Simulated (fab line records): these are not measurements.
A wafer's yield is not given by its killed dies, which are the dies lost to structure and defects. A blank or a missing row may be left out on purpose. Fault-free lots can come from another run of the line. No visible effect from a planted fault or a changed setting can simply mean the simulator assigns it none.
Chamber matching || flow nand-harc || 4 sister chambers for NHARC_A_SLIT_ETCH_24 on rie-diel-10
The step etches the open film in CF4/CHF3, target depth 121 nm, time 60.5 s. 15 wafers are shown with their chamber, then 7 later ones without.

## WAFERS WITH THEIR CHAMBER
{"wafer": "L751.1", "chamber": 3, "drypump-motor-current-A (A)": 5.3, "rf-vpp-V (V)": 370.2, "oes-product-au (a.u.)": 0.981}
{"wafer": "L751.4", "chamber": 1, "drypump-motor-current-A (A)": 5.4, "rf-vpp-V (V)": 368.5, "oes-product-au (a.u.)": 0.954}
{"wafer": "L751.5", "chamber": 2, "drypump-motor-current-A (A)": 4.9, "rf-vpp-V (V)": 375.0, "oes-product-au (a.u.)": 0.982}
{"wafer": "L754.1", "chamber": 3, "drypump-motor-current-A (A)": 5.3, "rf-vpp-V (V)": 369.0, "oes-product-au (a.u.)": 0.936}
{"wafer": "L754.4", "chamber": 0, "drypump-motor-current-A (A)": 5.5, "rf-vpp-V (V)": 369.8, "oes-product-au (a.u.)": 0.929}
{"wafer": "L755.3", "chamber": 2, "drypump-motor-current-A (A)": 4.9, "rf-vpp-V (V)": 374.1, "oes-product-au (a.u.)": 0.958}
{"wafer": "L755.5", "chamber": 3, "drypump-motor-current-A (A)": 5.3, "rf-vpp-V (V)": 367.6, "oes-product-au (a.u.)": 0.988}
{"wafer": "L765.1", "chamber": 0, "drypump-motor-current-A (A)": 5.5, "rf-vpp-V (V)": 370.6, "oes-product-au (a.u.)": 0.948}
{"wafer": "L765.2", "chamber": 1, "drypump-motor-current-A (A)": 5.4, "rf-vpp-V (V)": 370.9, "oes-product-au (a.u.)": 0.945}
{"wafer": "L765.4", "chamber": 2, "drypump-motor-current-A (A)": 5.0, "rf-vpp-V (V)": 376.1, "oes-product-au (a.u.)": 0.962}
{"wafer": "L768.2", "chamber": 2, "drypump-motor-current-A (A)": 4.9, "rf-vpp-V (V)": 374.0, "oes-product-au (a.u.)": 0.978}
{"wafer": "L768.4", "chamber": 0, "drypump-motor-current-A (A)": 5.6, "rf-vpp-V (V)": 368.8, "oes-product-au (a.u.)": 0.941}
{"wafer": "L768.5", "chamber": 1, "drypump-motor-current-A (A)": 5.4, "rf-vpp-V (V)": 369.7, "oes-product-au (a.u.)": 0.939}
{"wafer": "L769.3", "chamber": 0, "drypump-motor-current-A (A)": 5.6, "rf-vpp-V (V)": 371.1, "oes-product-au (a.u.)": 0.935}
{"wafer": "L769.5", "chamber": 1, "drypump-motor-current-A (A)": 5.4, "rf-vpp-V (V)": 369.6, "oes-product-au (a.u.)": 0.922}

SIGNATURES (averages over the wafers above)
{"reading": "drypump-motor-current-A", "chamber 0": 5.550, "chamber 1": 5.400, "chamber 2": 4.925, "chamber 3": 5.300, "scatter within a chamber": 0.0399}
{"reading": "rf-vpp-V", "chamber 0": 370.075, "chamber 1": 369.675, "chamber 2": 374.800, "chamber 3": 368.933, "scatter within a chamber": 1.05}
{"reading": "oes-product-au", "chamber 0": 0.93825, "chamber 1": 0.94000, "chamber 2": 0.97000, "chamber 3": 0.96833, "scatter within a chamber": 0.0158}
Rule: for each reading, subtract the chamber's mean from the wafer's reading, divide by that reading's scatter and square the result; add these up over the readings and take the root, which gives the wafer's distance from the chamber. If the next closest chamber is less than 2 further off than the closest, the wafer can't be placed; otherwise it belongs to the closest. How the scatter is found: for the shown wafers, subtract from each reading the mean of its chamber, square and add these, divide the total by (wafers less chambers), then take the root.

## WAFERS MISSING THEIR CHAMBER
{"wafer": "L769.6", "drypump-motor-current-A (A)": 5.5, "rf-vpp-V (V)": 370.4, "oes-product-au (a.u.)": 0.942}
{"wafer": "L771.1", "drypump-motor-current-A (A)": 5.3, "rf-vpp-V (V)": 367.4, "oes-product-au (a.u.)": 0.939}
{"wafer": "L771.3", "drypump-motor-current-A (A)": 5.5, "rf-vpp-V (V)": 369.9, "oes-product-au (a.u.)": 0.912}
{"wafer": "L771.5", "drypump-motor-current-A (A)": 5.4, "rf-vpp-V (V)": 368.3, "oes-product-au (a.u.)": 0.905}
{"wafer": "L774.2", "drypump-motor-current-A (A)": 5.0, "rf-vpp-V (V)": 374.7, "oes-product-au (a.u.)": 0.974}
{"wafer": "L774.4", "drypump-motor-current-A (A)": 5.6, "rf-vpp-V (V)": 369.8, "oes-product-au (a.u.)": 0.962}
{"wafer": "L774.5", "drypump-motor-current-A (A)": 5.4, "rf-vpp-V (V)": 370.4, "oes-product-au (a.u.)": 0.952}

## CHAMBER TAKEN BY EACH
{"wafer": "L769.6", "from the rows above": "can't be placed: 0 or 1", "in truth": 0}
{"wafer": "L771.1", "from the rows above": "can't be placed: 3 or 1", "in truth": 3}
{"wafer": "L771.3", "from the rows above": "can't be placed: 0 or 1", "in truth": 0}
{"wafer": "L771.5", "from the rows above": 1, "in truth": 1}
{"wafer": "L774.2", "from the rows above": 2, "in truth": 2}
{"wafer": "L774.4", "from the rows above": 0, "in truth": 0}
{"wafer": "L774.5", "from the rows above": 1, "in truth": 1}
Placed correctly: 4 of 7. Not placeable from these rows: 3 (in 3, the candidates include the true chamber). Placed wrongly: 0.
